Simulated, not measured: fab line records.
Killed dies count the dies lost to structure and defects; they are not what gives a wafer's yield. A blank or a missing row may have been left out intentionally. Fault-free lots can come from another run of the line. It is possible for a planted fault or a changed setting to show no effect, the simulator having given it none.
fab line records	flow nand_harc
[record] lots = 7	wafers = 21	last_day = 24
route steps=1159 shown A_CONTACT@851 END@1159
lots that met no fault: taken from a fault-free run of the same line
start_h: start of the lot's first displayed wafer, in hours after the record's first day	wait_h: hours from the lot's prior step to this one	" same as the row above	L1.1+2: one row covering several wafers at once	- no value present, or no start provided	* or withheld: withheld	< > ~ a bound
route shown NAME@n: NAME is a module with steps in the file, n the number in the route of the first one	usual: mean/standard deviation of fault-free wafers	same: alike in all rows	chamber/n: place in a boat	sites: each site's reading	_std_site: their standard deviation	_edge_site: outer sites' mean less inner sites'	radius_mm: for every site, how far away it sits from the centre of the wafer	mask NAME#n: copy n	behind: the tool/chamber that last shaped the wafer	hold: what put the lot on hold/how long, in hours/how the hold closed	device: whichever transistor did not switch (one of n, p or np)	end of line: the route-end tests of the same wafers	step lacking rows: just its recipe	killed: dies that structure and defects cost at the first sort, which is not the same as the wafer's yield	map: a wafer's dies, x killed, . not, _ none there
set.NAME: the setting that was run; set.NAME@STEP: the one run at that earlier step	model.NAME: the simulator's own value behind a step, which no gauge read
lots seen at some steps along the route; tables by step, rows by wafer
services: the hour from which a tool's chamber was out of use, counted from the record's first day as start_h (under 0 if before that day), plus the number of hours and why
[[steps]]
[step NHARC_A_CONTACT_EXPOSE_39]
[recipe] na = 1.35	sigma_outer = 0.8	dose_mj = 58.79	mask_id = A_CC_3
[step NHARC_A_CONTACT_PEB_40]
[recipe] peb_temp_c = 100	peb_time_s = 65
[step NHARC_A_CONTACT_DEVELOP_41]
[recipe] develop_time_s = 35	dev_temp_c = 23
[step NHARC_A_CONTACT_CD_MEAS_42]
[recipe] target_cd_nm = 200	landing_energy_ev = 500
[usual] cd_nm = 200.0/0.55
lot.wafer	tool	chamber	start_h	wait_h	cd_nm
L209.2	cd_sem-01	0	394.99	-	200.4
L209.5	"	0	"	"	200.3
L209.6	"	0	"	"	200.8
L210.1	cd_sem-02	0	399.76	-	199.1
L210.2	"	0	"	"	200.2
L210.4	"	0	"	"	199.8
L215.3	cd_sem-03	0	439.52	-	199.9
L215.5	"	0	"	"	200.3
L215.6	"	0	"	"	199.3
L216.2	cd_sem-02	0	452.43	-	200.8
L216.3	"	0	"	"	200.3
L216.6	"	0	"	"	200.2
L217.3	cd_sem-01	0	463.97	-	199.3
L217.5	"	0	"	"	199.1
L217.6	"	0	"	"	200.2
L224.3	cd_sem-03	0	488.19	-	199.7
L224.4	"	0	"	"	199.9
L224.5	"	0	"	"	200.0
L222.2	cd_sem-02	0	489.35	-	199.7
L222.5	"	0	"	"	199.9
L222.6	"	0	"	"	199.9
[step NHARC_A_CONTACT_OVL_MEAS_43]
[usual] overlay_x_nm = -0.1/0.82	overlay_y_nm = 0.3/0.86
lot.wafer	tool	chamber	start_h	wait_h	overlay_x_nm	overlay_y_nm
L209.2	overlay-02	-	395.08	-	-0.5	0.2
L209.5	"	-	"	"	0.3	-0.1
L209.6	"	-	"	"	0.2	0.1
L210.1	overlay-01	-	399.85	-	0.8	1.5
L210.2	"	-	"	"	1.5	0.8
L210.4	"	-	"	"	1.5	1.3
L215.3	overlay-01	-	439.60	-	0.7	0.3
L215.5	"	-	"	"	1.3	0.8
L215.6	"	-	"	"	0.9	1.1
L216.2	overlay-01	-	452.51	-	0.0	-0.3
L216.3	"	-	"	"	-0.3	-0.5
L216.6	"	-	"	"	-0.5	0.0
L217.3	overlay-02	-	464.05	-	0.7	0.1
L217.5	"	-	"	"	0.5	0.6
L217.6	"	-	"	"	0.4	0.5
L224.3	overlay-02	-	488.27	-	-1.3	0.7
L224.4	"	-	"	"	-0.9	0.8
L224.5	"	-	"	"	-1.0	1.8
L222.2	overlay-01	-	489.43	-	0.3	0.0
L222.5	"	-	"	"	0.4	0.5
L222.6	"	-	"	"	-0.3	0.5
[step NHARC_A_CONTACT_INSPECT_44]
[usual] raw_defect_count = 29/16
lot.wafer	tool	chamber	start_h	wait_h	raw_defect_count
L209.2	defect_inspect-02	-	395.11	0.0	6
L209.5	"	-	"	"	12
L209.6	"	-	"	"	11
L210.1	defect_inspect-02	-	399.88	0.0	34
L210.2	"	-	"	"	38
L210.4	"	-	"	"	35
L215.3	defect_inspect-01	-	439.64	0.0	19
L215.5	"	-	"	"	32
L215.6	"	-	"	"	28
L216.2	defect_inspect-01	-	452.55	0.0	36
L216.3	"	-	"	"	33
L216.6	"	-	"	"	24
L217.3	defect_inspect-01	-	464.09	0.0	43
L217.5	"	-	"	"	44
L217.6	"	-	"	"	47
L224.3	defect_inspect-01	-	488.31	0.0	43
L224.4	"	-	"	"	65
L224.5	"	-	"	"	56
L222.2	defect_inspect-02	-	489.47	0.0	17
L222.5	"	-	"	"	17
L222.6	"	-	"	"	9
[step NHARC_A_CONTACT_DESCUM_47]
[recipe] time_s = 3	o2_flow_sccm = 200	ar_flow_sccm = 0	bias_power_w = 0	chemistry = O2
[usual] drypump_motor_current_A = 5.83/0.26	oes_product_au = 1.001/0.0088	rf_vpp_V = 57.7/0.94	showerhead_plenum_p_Torr = 1.89/0.09	throttle_valve_pct = 11.310/0.0088
lot.wafer	tool	chamber	start_h	wait_h	drypump_motor_current_A	oes_product_au	rf_hours_counter_h	rf_vpp_V	showerhead_plenum_p_Torr	throttle_valve_pct
L209.2	rie_diel-09	3	395.19	0.1	6.10	1.012	27	58.7	1.94	11.297
L209.5	"	1	"	"	5.48	0.994	-	56.8	1.80	11.304
L209.6	"	2	"	"	6.01	0.989	-	57.1	1.76	11.300
L210.4	rie_diel-09	3	399.95	0.1	6.11	1.006	28	57.9	1.94	11.313
L210.1	"	0	"	"	5.76	0.996	26	56.8	1.81	11.320
L210.2	"	1	"	"	5.47	1.016	24	57.9	1.80	11.327
L215.3	rie_diel-03	3	439.89	0.2	5.72	0.999	14	57.5	1.82	11.306
L215.6	"	1	"	"	5.65	0.992	-	55.8	1.91	11.306
L215.5	"	2	"	"	5.87	1.009	-	58.2	1.97	11.296
L216.3	rie_diel-09	3	452.62	0.1	6.13	0.999	2	57.3	1.94	11.312
L216.2	"	0	"	"	5.77	1.020	2	57.2	1.81	11.297
L216.6	"	2	"	"	5.99	0.996	-	59.1	2.08	11.308
L217.3	rie_diel-09	1	464.17	0.1	5.48	0.996	5	56.4	1.80	11.309
L217.6	"	2	"	"	6.03	1.003	-	59.1	2.07	11.316
L217.5	"	3	"	"	6.10	1.000	-	58.1	1.94	11.319
L224.4	rie_diel-09	2	488.37	0.1	6.01	0.999	8	59.0	2.07	11.324
L224.3	"	1	"	"	5.48	0.986	9	56.7	1.80	11.316
L224.5	"	2	"	"	5.97	0.997	-	59.5	2.07	11.308
L222.2	rie_diel-02	1	489.56	0.1	5.07	0.999	53	59.4	2.06	11.311
L222.6	"	2	"	"	5.65	1.007	-	57.3	1.84	11.312
L222.5	"	3	"	"	6.47	0.997	-	59.9	2.06	11.312
[step NHARC_A_CONTACT_ETCH_48]
[recipe] target_depth_a = 390	over_etch_frac = 0.3	time_s = 65	ion_energy_ev = 80	cf4_flow_sccm = 150	ar_flow_sccm = 0	rf_w = 300	bias_w = 100	chemistry = CF4
[usual] bias_w = 99.99/0.3	cf4_flow_sccm = 150.0/0.45	drypump_motor_current_A = 5.81/0.27	oes_product_au = 0.999/0.0096	rf_vpp_V = 151.0/1.2	showerhead_plenum_p_Torr = 1.75/0.076	throttle_valve_pct = 13.284/0.0097
lot.wafer	tool	chamber	start_h	wait_h	bias_w	cf4_flow_sccm	drypump_motor_current_A	oes_product_au	rf_hours_counter_h	rf_vpp_V	showerhead_plenum_p_Torr	throttle_valve_pct
L209.2	rie_diel-09	2	395.27	0.1	99.54	150.9	6.02	0.988	23	148.2	1.64	13.310
L209.5	"	0	"	"	100.44	149.5	5.77	0.990	-	149.7	1.68	13.270
L209.6	"	1	"	"	100.19	150.2	5.45	1.011	-	150.0	1.67	13.291
L210.4	rie_diel-09	2	400.03	0.1	100.30	149.3	6.00	0.991	24	148.2	1.64	13.276
L210.1	"	0	"	"	99.89	150.7	5.76	0.983	26	149.5	1.68	13.289
L210.2	"	1	"	"	99.96	149.3	5.46	1.011	24	151.0	1.67	13.284
L215.3	rie_diel-03	2	440.48	0.6	99.28	150.0	5.89	1.002	15	152.5	1.82	13.264
L215.6	"	2	"	"	99.95	150.6	5.85	1.006	-	151.4	1.82	13.292
L215.5	"	3	"	"	100.17	151.0	5.71	1.000	-	150.0	1.68	13.270
L216.3	rie_diel-09	3	452.70	0.1	100.35	150.4	6.11	0.997	2	150.3	1.79	13.286
L216.2	"	0	"	"	99.88	150.7	5.75	1.004	2	150.2	1.68	13.284
L216.6	"	3	"	"	99.93	149.6	6.10	0.987	-	152.8	1.79	13.276
L217.3	rie_diel-09	1	464.23	0.1	100.43	150.0	5.49	0.998	5	150.4	1.67	13.296
L217.6	"	1	"	"	99.94	149.9	5.49	0.991	-	150.2	1.67	13.269
L217.5	"	2	"	"	99.87	150.1	6.01	1.004	-	153.3	1.91	13.289
L224.3	rie_diel-09	3	488.45	0.1	99.69	149.9	6.09	1.001	8	152.3	1.79	13.293
L224.4	"	2	"	"	99.95	149.7	6.00	1.002	8	153.4	1.91	13.287
L224.5	"	3	"	"	99.72	148.9	6.12	1.005	-	150.5	1.79	13.274
L222.2	rie_diel-02	3	489.62	0.1	100.49	150.0	6.47	1.005	55	152.2	1.89	13.270
L222.5	"	2	"	"	100.07	150.2	5.63	1.022	-	150.4	1.70	13.286
L222.6	"	3	"	"	100.06	149.6	6.48	1.002	-	152.6	1.89	13.297
[step NHARC_A_CONTACT_ETCH_49]
[recipe] target_depth_a = 2600	over_etch_frac = 0.3	time_s = 475.3	ion_energy_ev = 200	n2_flow_sccm = 150	h2_flow_sccm = 150	ar_flow_sccm = 0	rf_w = 400	bias_w = 150	chemistry = N2/H2
[usual] bias_w = 150.0/0.44	chamber_pressure_mTorr = 29.997/0.028	drypump_motor_current_A = 5.82/0.27	oes_product_au = 0.999/0.01	rf_vpp_V = 429.5/2.7	showerhead_plenum_p_Torr = 2.01/0.093	throttle_valve_pct = 14.170/0.0096
lot.wafer	tool	chamber	start_h	wait_h	bias_w	chamber_pressure_mTorr	drypump_motor_current_A	oes_product_au	rf_hours_counter_h	rf_vpp_V	showerhead_plenum_p_Torr	throttle_valve_pct
L209.2	rie_diel-09	1	-	-	149.4	30.002	5.46	1.013	23	427.2	1.92	14.179
L209.5	"	3	"	"	150.6	29.975	6.11	1.000	-	430.7	2.07	14.165
L209.6	"	0	"	"	149.7	29.972	5.77	0.999	-	427.0	1.93	14.173
L210.4	rie_diel-09	0	-	-	149.8	29.968	5.78	0.995	26	426.8	1.93	14.185
L210.2	"	1	"	"	150.5	29.981	5.47	1.003	24	427.3	1.92	14.182
L210.1	"	2	"	"	149.3	30.042	6.02	0.982	25	425.9	1.88	14.166
L215.3	rie_diel-03	1	-	-	150.6	29.972	5.63	0.989	15	430.4	2.04	14.180
L215.5	"	3	"	"	150.1	29.978	5.69	1.005	-	427.9	1.93	14.175
L215.6	"	0	"	"	150.0	30.020	5.92	1.010	-	430.0	2.02	14.160
L216.3	rie_diel-09	1	-	-	149.6	30.045	5.49	0.982	2	426.6	1.92	14.162
L216.2	"	3	"	"	151.3	29.982	6.10	1.005	2	430.2	2.06	14.175
L216.6	"	1	"	"	149.4	30.011	5.49	0.996	-	427.1	1.92	14.145
L217.3	rie_diel-09	1	-	-	149.3	30.015	5.47	0.999	5	426.5	1.92	14.172
L217.6	"	0	"	"	149.6	29.985	5.75	1.000	-	427.5	1.93	14.184
L217.5	"	1	"	"	150.2	29.987	5.49	0.994	-	427.3	1.92	14.168
L224.3	rie_diel-09	2	-	-	150.4	29.988	6.04	0.997	8	435.3	2.22	14.159
L224.4	"	3	"	"	149.7	30.019	6.12	1.010	8	431.1	2.06	14.142
L224.5	"	0	"	"	149.8	30.025	5.78	1.001	-	426.7	1.92	14.162
L222.2	rie_diel-02	2	-	-	150.4	29.970	5.65	0.997	56	428.0	1.96	14.188
L222.6	"	0	"	"	149.5	30.001	6.31	0.995	-	427.2	1.96	14.166
L222.5	"	1	"	"	149.9	29.977	5.09	0.988	-	434.1	2.20	14.168
[step NHARC_A_CONTACT_ETCH_50]
[recipe] target_depth_a = 847	time_s = 42.4	cf4_flow_sccm = 100	chf3_flow_sccm = 30	ar_flow_sccm = 0	rf_w = 500	bias_w = 200	chemistry = CF4/CHF3
[step NHARC_A_CONTACT_ETCH_51]
[recipe] target_depth_a = 36000	over_etch_frac = 0.3	time_s = 936	ion_energy_ev = 150	o2_flow_sccm = 400	cos_flow_sccm = 20	ar_flow_sccm = 0	rf_w = 500	bias_w = 300	chemistry = O2/COS
[step NHARC_A_CONTACT_ETCH_111]
[recipe] source_w = withheld	pressure_mtorr = 20	bias_v = withheld	time_s = 140	target_depth_a = 7000	ar_flow_sccm = withheld	c4f8_flow_sccm = withheld	o2_flow_sccm = withheld	chemistry = C4F8/O2/Ar
[usual] chamber_pressure_mTorr = 19.999/0.018	oes_air_line_au = 0.999/0.019
lot.wafer	tool	chamber	start_h	wait_h	chamber_pressure_mTorr	oes_air_line_au	rf_hours_counter_h
L209.2	har_cap_etch-02	1	396.50	-	20.013	0.974	11
L209.6	"	1	"	"	20.018	0.986	-
L209.5	"	0	"	"	20.008	0.973	-
L210.2	har_cap_etch-01	0	401.30	-	20.006	1.001	59
L210.1	"	1	"	"	20.020	0.990	59
L210.4	"	0	"	"	20.019	0.985	-
L215.3	har_cap_etch-01	1	442.73	-	19.950	1.016	-
L215.6	"	0	"	"	19.985	1.023	-
L215.5	"	1	"	"	19.997	0.968	-
L216.2	har_cap_etch-03	1	453.94	-	19.970	0.974	96
L216.3	"	0	"	"	20.017	1.023	-
L216.6	"	0	"	"	20.015	1.011	-
L217.3	har_cap_etch-01	1	465.86	-	20.010	0.961	-
L217.5	"	0	"	"	19.977	0.980	-
L217.6	"	1	"	"	20.002	0.957	-
L224.3	har_cap_etch-02	1	489.70	-	19.982	1.032	-
L224.4	"	0	"	"	20.009	0.980	-
L224.5	"	1	"	"	19.979	0.989	-
L222.2	har_cap_etch-03	1	490.79	-	19.994	0.966	104
L222.6	"	1	"	"	20.014	0.995	-
L222.5	"	0	"	"	19.987	1.018	-
[step NHARC_A_CONTACT_ETCH_112]
[recipe] source_w = withheld	pressure_mtorr = 20	bias_v = 3000	time_s = 94	target_depth_a = 9220	ar_flow_sccm = withheld	c4f8_flow_sccm = withheld	o2_flow_sccm = withheld	chemistry = C4F8/O2/Ar
[usual] chamber_pressure_mTorr = 19.998/0.019	oes_air_line_au = 1.004/0.019
lot.wafer	tool	chamber	start_h	wait_h	chamber_pressure_mTorr	oes_air_line_au	rf_hours_counter_h
L209.2	har_cap_etch-02	1	396.71	0.2	19.984	1.017	11
L209.6	"	1	"	"	19.988	1.011	-
L209.5	"	0	"	"	19.987	1.026	-
L210.2	har_cap_etch-01	0	401.50	0.2	19.996	0.991	59
L210.1	"	1	"	"	19.997	0.965	59
L210.4	"	0	"	"	19.996	1.005	-
L215.3	har_cap_etch-01	1	442.88	0.1	-	-	-
L215.6	"	0	"	"	-	-	-
L215.5	"	1	"	"	-	-	-
L216.2	har_cap_etch-03	1	454.18	0.2	-	-	-
L216.3	"	0	"	"	-	-	-
L216.6	"	0	"	"	-	-	-
L217.3	har_cap_etch-01	1	466.01	0.1	-	-	-
L217.5	"	0	"	"	-	-	-
L217.6	"	1	"	"	-	-	-
L224.3	har_cap_etch-02	1	489.87	0.1	19.993	1.003	-
L224.4	"	0	"	"	19.980	0.998	-
L224.5	"	1	"	"	20.014	0.983	-
L222.2	har_cap_etch-03	1	491.06	0.2	19.980	1.023	104
L222.6	"	1	"	"	19.999	0.983	-
L222.5	"	0	"	"	20.015	0.967	-
[step NHARC_A_CONTACT_ETCH_113]
[recipe] source_w = withheld	pressure_mtorr = 20	bias_v = 3000	time_s = 94	target_depth_a = 9220	ar_flow_sccm = withheld	c4f8_flow_sccm = withheld	o2_flow_sccm = withheld	chemistry = C4F8/O2/Ar
[usual] chamber_pressure_mTorr = 20.002/0.018	oes_air_line_au = 0.999/0.02
lot.wafer	tool	chamber	start_h	wait_h	chamber_pressure_mTorr	oes_air_line_au	rf_hours_counter_h
L209.2	har_cap_etch-02	1	396.80	0.1	20.010	0.996	11
L209.6	"	1	"	"	20.003	0.980	-
L209.5	"	0	"	"	20.006	1.021	-
L210.2	har_cap_etch-01	0	401.59	0.1	19.981	0.998	60
L210.1	"	1	"	"	19.975	1.007	60
L210.4	"	0	"	"	19.989	0.990	-
L215.3	har_cap_etch-01	1	442.97	0.1	19.998	0.983	-
L215.6	"	0	"	"	19.976	0.983	-
L215.5	"	1	"	"	20.042	0.968	-
L216.2	har_cap_etch-03	1	454.31	0.1	19.956	1.025	96
L216.3	"	0	"	"	20.009	0.989	-
L216.6	"	0	"	"	20.006	0.970	-
L217.3	har_cap_etch-01	1	466.10	0.1	20.030	1.039	-
L217.5	"	0	"	"	19.972	1.008	-
L217.6	"	1	"	"	20.010	0.993	-
L224.3	har_cap_etch-02	1	489.96	0.1	20.053	0.979	-
L224.4	"	0	"	"	19.974	1.029	-
L224.5	"	1	"	"	20.015	1.020	-
L222.2	har_cap_etch-03	1	491.15	0.1	19.993	1.024	104
L222.6	"	1	"	"	20.007	1.002	-
L222.5	"	0	"	"	20.013	0.982	-
[step NHARC_END_SORT_01]
[recipe] temp_c = 25
[usual] killed_at_array = 28/11	killed_at_other = 0.5/0.85	killed_at_periphery = 2.7/1.9	killed_dies = 32/12	killed_open = 3.3/1.6	killed_short = 2.1/1.5
[same] gross_dies = 677
lot.wafer	tool	chamber	start_h	wait_h	killed_at_array	killed_at_other	killed_at_periphery	killed_dies	killed_open	killed_short
L215.3	prober-02	0	522.28	3.1	673	1	3	677	3	0
L215.5	prober-02	0	523.90	3.7	672	2	3	677	1	2
L215.6	prober-02	0	524.71	4.0	672	4	1	677	2	0
L216.2	prober-01	0	526.61	2.8	672	1	4	677	2	1
L216.3	prober-01	0	527.41	3.1	676	0	1	677	4	2
L216.6	prober-01	0	529.80	4.0	669	1	7	677	3	2
L217.3	prober-01	0	550.01	3.1	671	2	4	677	5	3
L217.5	prober-01	0	551.61	3.7	674	1	2	677	1	1
L217.6	prober-01	0	552.41	4.0	674	1	2	677	1	2
L222.6	prober-02	0	567.94	4.0	15	1	2	18	4	2
L224.3	prober-01	0	565.63	3.1	34	2	3	39	7	1
L224.4	prober-01	0	566.44	3.4	45	1	2	48	1	6
L224.5	prober-01	0	567.25	3.7	38	1	3	42	2	4
// killed by level:class
L215.3 A_CONTACT:area_etch=650 A_SLIT:chamber_film_flake=8 A_CHANNEL_HOLE_D1:chamber_film_flake=5 A_STAIRCASE:chamber_film_flake=4 A_CONTACT:geometric_particle:open=2 A_SOURCE_PLATE:geometric_particle:open=1 P_ZERO_WELL:chamber_film_flake=1 P_STI:chamber_film_flake=1
L215.5 A_CONTACT:area_etch=641 A_SLIT:chamber_film_flake=19 A_CHANNEL_HOLE_D1:chamber_film_flake=4 P_GATE:chamber_film_flake=2 A_CHANNEL_FILL_D1:chamber_film_flake=2 THIN_TSV:chamber_film_flake=2 A_CHANNEL_FILL_D1:geometric_particle:open=1 A_STAIRCASE:geometric_particle:short=1
L215.6 A_CONTACT:area_etch=647 A_SLIT:chamber_film_flake=14 A_WL_FILL:chamber_film_flake=4 THIN_TSV:chamber_film_flake=4 A_CHANNEL_HOLE_D1:chamber_film_flake=3 A_STAIRCASE:chamber_film_flake=2 P_CONTACT:geometric_particle:open=1 A_WL_FILL:geometric_particle:open=1
L216.2 A_CONTACT:area_etch=637 A_SLIT:chamber_film_flake=19 P_M1:chamber_film_flake=3 A_CHANNEL_HOLE_D1:chamber_film_flake=3 A_CONTACT:chamber_film_flake=3 A_M0:chamber_film_flake=2 A_CONTACT:geometric_particle:open=2 A_ZERO_WELL:chamber_film_flake=2
L216.3 A_CONTACT:area_etch=638 A_SLIT:chamber_film_flake=14 A_CHANNEL_HOLE_D1:chamber_film_flake=10 A_STAIRCASE:chamber_film_flake=4 A_CONTACT:geometric_particle:open=2 A_CONTACT:chamber_film_flake=2 A_M0:chamber_film_flake=2 A_ONON_D1:geometric_particle:open=1
L216.6 A_CONTACT:area_etch=635 A_SLIT:chamber_film_flake=17 A_CONTACT:chamber_film_flake=5 A_CHANNEL_HOLE_D1:chamber_film_flake=4 A_STAIRCASE:chamber_film_flake=4 P_STI:chamber_film_flake=3 P_GATE:geometric_particle:open=1 P_M1:geometric_particle:open=1
L217.3 A_CONTACT:area_etch=628 A_CHANNEL_HOLE_D1:chamber_film_flake=19 A_SLIT:chamber_film_flake=14 A_CONTACT:chamber_film_flake=3 P_ZERO_WELL:chamber_film_flake=2 P_CONTACT:geometric_particle:open=1 A_ONON_D1:geometric_particle:open=1 A_ONON_D1:geometric_particle:short=1
L217.5 A_CONTACT:area_etch=649 A_CHANNEL_HOLE_D1:chamber_film_flake=13 A_SLIT:chamber_film_flake=9 A_ONON_D1:geometric_particle:open=1 A_M0:geometric_particle:short=1 P_ZERO_WELL:chamber_film_flake=1 P_STI:chamber_film_flake=1 A_BONDPAD:chamber_film_flake=1
L217.6 A_CONTACT:area_etch=640 A_CHANNEL_HOLE_D1:chamber_film_flake=18 A_SLIT:chamber_film_flake=9 A_STAIRCASE:chamber_film_flake=4 A_ONON_D1:geometric_particle:short=1 A_CONTACT:geometric_particle:open=1 STARTING-WAFER:geometric_particle:short=1 P_ZERO_WELL:chamber_film_flake=1
L224.3 A_CHANNEL_HOLE_D1:chamber_film_flake=15 A_SLIT:chamber_film_flake=11 A_ONON_D1:geometric_particle:open=3 A_CONTACT:geometric_particle:open=2 P_BONDPAD:chamber_film_flake=2 P_M0:geometric_particle:open=1 A_CHANNEL_FILL_D1:geometric_particle:short=1 STARTING-WAFER:geometric_particle:open=1
L224.4 A_CHANNEL_HOLE_D1:chamber_film_flake=17 A_SLIT:chamber_film_flake=15 A_CONTACT:chamber_film_flake=3 A_WL_FILL:geometric_particle:short=2 A_STAIRCASE:chamber_film_flake=2 A_SGD_CUT:chamber_film_flake=2 P_CONTACT:geometric_particle:short=1 A_ONON_D1:geometric_particle:short=1
L224.5 A_SLIT:chamber_film_flake=15 A_CHANNEL_HOLE_D1:chamber_film_flake=12 A_STAIRCASE:chamber_film_flake=4 P_M0:geometric_particle:short=2 A_CONTACT:chamber_film_flake=2 A_CHANNEL_HOLE_D1:geometric_particle:short=1 A_CHANNEL_FILL_D1:geometric_particle:open=1 A_SGD_CUT:geometric_particle:short=1
L222.6 A_CHANNEL_HOLE_D1:chamber_film_flake=6 A_CONTACT:chamber_film_flake=3 P_CONTACT:geometric_particle:short=1 A_SOURCE_PLATE:geometric_particle:open=1 A_SGD_CUT:geometric_particle:open=1 A_CONTACT:geometric_particle:open=1 A_BLC:geometric_particle:short=1 P_ZERO_WELL:chamber_film_flake=1
// map L215.3 (x killed, . not)
____________x____________
_________xxxxxxx_________
_______xxxxxxxxxxx_______
______xxxxxxxxxxxxx______
_____xxxxxxxxxxxxxxx_____
____xxxxxxxxxxxxxxxxx____
____xxxxxxxxxxxxxxxxx____
___xxxxxxxxxxxxxxxxxxx___
___xxxxxxxxxxxxxxxxxxx___
__xxxxxxxxxxxxxxxxxxxxx__
__xxxxxxxxxxxxxxxxxxxxx__
_xxxxxxxxxxxxxxxxxxxxxxx_
_xxxxxxxxxxxxxxxxxxxxxxx_
_xxxxxxxxxxxxxxxxxxxxxxx_
_xxxxxxxxxxxxxxxxxxxxxxx_
_xxxxxxxxxxxxxxxxxxxxxxx_
xxxxxxxxxxxxxxxxxxxxxxxxx
xxxxxxxxxxxxxxxxxxxxxxxxx
xxxxxxxxxxxxxxxxxxxxxxxxx
xxxxxxxxxxxxxxxxxxxxxxxxx
xxxxxxxxxxxxxxxxxxxxxxxxx
_xxxxxxxxxxxxxxxxxxxxxxx_
_xxxxxxxxxxxxxxxxxxxxxxx_
_xxxxxxxxxxxxxxxxxxxxxxx_
_xxxxxxxxxxxxxxxxxxxxxxx_
_xxxxxxxxxxxxxxxxxxxxxxx_
__xxxxxxxxxxxxxxxxxxxxx__
__xxxxxxxxxxxxxxxxxxxxx__
___xxxxxxxxxxxxxxxxxxx___
___xxxxxxxxxxxxxxxxxxx___
____xxxxxxxxxxxxxxxxx____
____xxxxxxxxxxxxxxxxx____
_____xxxxxxxxxxxxxxx_____
______xxxxxxxxxxxxx______
_______xxxxxxxxxxx_______
_________xxxxxxx_________
____________x____________
// map L216.2 (x killed, . not)
____________x____________
_________xxxxxxx_________
_______xxxxxxxxxxx_______
______xxxxxxxxxxxxx______
_____xxxxxxxxxxxxxxx_____
____xxxxxxxxxxxxxxxxx____
____xxxxxxxxxxxxxxxxx____
___xxxxxxxxxxxxxxxxxxx___
___xxxxxxxxxxxxxxxxxxx___
__xxxxxxxxxxxxxxxxxxxxx__
__xxxxxxxxxxxxxxxxxxxxx__
_xxxxxxxxxxxxxxxxxxxxxxx_
_xxxxxxxxxxxxxxxxxxxxxxx_
_xxxxxxxxxxxxxxxxxxxxxxx_
_xxxxxxxxxxxxxxxxxxxxxxx_
_xxxxxxxxxxxxxxxxxxxxxxx_
xxxxxxxxxxxxxxxxxxxxxxxxx
xxxxxxxxxxxxxxxxxxxxxxxxx
xxxxxxxxxxxxxxxxxxxxxxxxx
xxxxxxxxxxxxxxxxxxxxxxxxx
xxxxxxxxxxxxxxxxxxxxxxxxx
_xxxxxxxxxxxxxxxxxxxxxxx_
_xxxxxxxxxxxxxxxxxxxxxxx_
_xxxxxxxxxxxxxxxxxxxxxxx_
_xxxxxxxxxxxxxxxxxxxxxxx_
_xxxxxxxxxxxxxxxxxxxxxxx_
__xxxxxxxxxxxxxxxxxxxxx__
__xxxxxxxxxxxxxxxxxxxxx__
___xxxxxxxxxxxxxxxxxxx___
___xxxxxxxxxxxxxxxxxxx___
____xxxxxxxxxxxxxxxxx____
____xxxxxxxxxxxxxxxxx____
_____xxxxxxxxxxxxxxx_____
______xxxxxxxxxxxxx______
_______xxxxxxxxxxx_______
_________xxxxxxx_________
____________x____________
[[services]]
tool	chamber	start_h	hours	kind
rie_diel-09	0	385.92	-	clean
rie_diel-09	1	385.92	-	clean
rie_diel-09	2	385.92	-	clean
rie_diel-09	3	385.92	-	clean
rie_diel-03	-	392.40	9.0	pm
rie_diel-09	0	410.74	-	clean
rie_diel-09	1	410.74	-	clean
rie_diel-09	2	410.74	-	clean
rie_diel-09	3	410.74	-	clean
rie_diel-09	1	416.14	3.3	repair
rie_diel-09	-	431.41	9.0	pm
rie_diel-09	0	431.41	9.0	vent_cycle
rie_diel-09	1	431.41	9.0	vent_cycle
rie_diel-09	2	431.41	9.0	vent_cycle
rie_diel-09	3	431.41	9.0	vent_cycle
rie_diel-09	0	440.41	-	clean
rie_diel-09	1	440.41	-	clean
rie_diel-09	2	440.41	-	clean
rie_diel-09	2	440.41	-	consumable_replace:showerhead
rie_diel-09	3	440.41	-	clean
rie_diel-09	0	465.03	-	clean
rie_diel-09	1	465.03	-	clean
rie_diel-02	1	467.53	6.4	repair
rie_diel-03	0	486.63	5.8	repair
[[key]]
[first_sign] step = NHARC_A_CONTACT_ETCH_112	reading = tool_record	direction = missing
[effect] step = NHARC_END_SORT_01	reading = killed_at_array	direction = up	sigmas = 57	usual = 28	struck = 673
[more_kills_born_at] NHARC_A_CONTACT_ETCH_112@har_cap_etch-01 = 3855	NHARC_A_CONTACT_ETCH_112@har_cap_etch-03 = 1910
met_at NHARC_A_CONTACT_ETCH_112
struck_wafers L215.3,L215.5,L215.6,L216.2,L216.3,L216.6,L217.3,L217.5,L217.6
later_rows_left_out L215.3,L215.5,L215.6,L216.2,L216.3,L216.6,L217.3,L217.5,L217.6
tester_left_out L215,L216,L217
onset_between 401.50 442.88
[fault] kind = skipped_step_whole	tool = har_cap_etch-01,har_cap_etch-03	chamber = -	onset_h = 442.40	steps = NHARC_A_CONTACT_ETCH_112	scope = struck_lots_only
// tester_left_out: of these lots the tester's yield and bins aren't shown, on N5 and GAA mostly nor the transistor test; their killed dies are dies lost to structure and defects alone, not to doping, threshold or leakage, so they don't give the yield
// later_rows_left_out: the simulator's readings of these wafers behind a module that went badly wrong aren't trusted and aren't shown, but for the sort
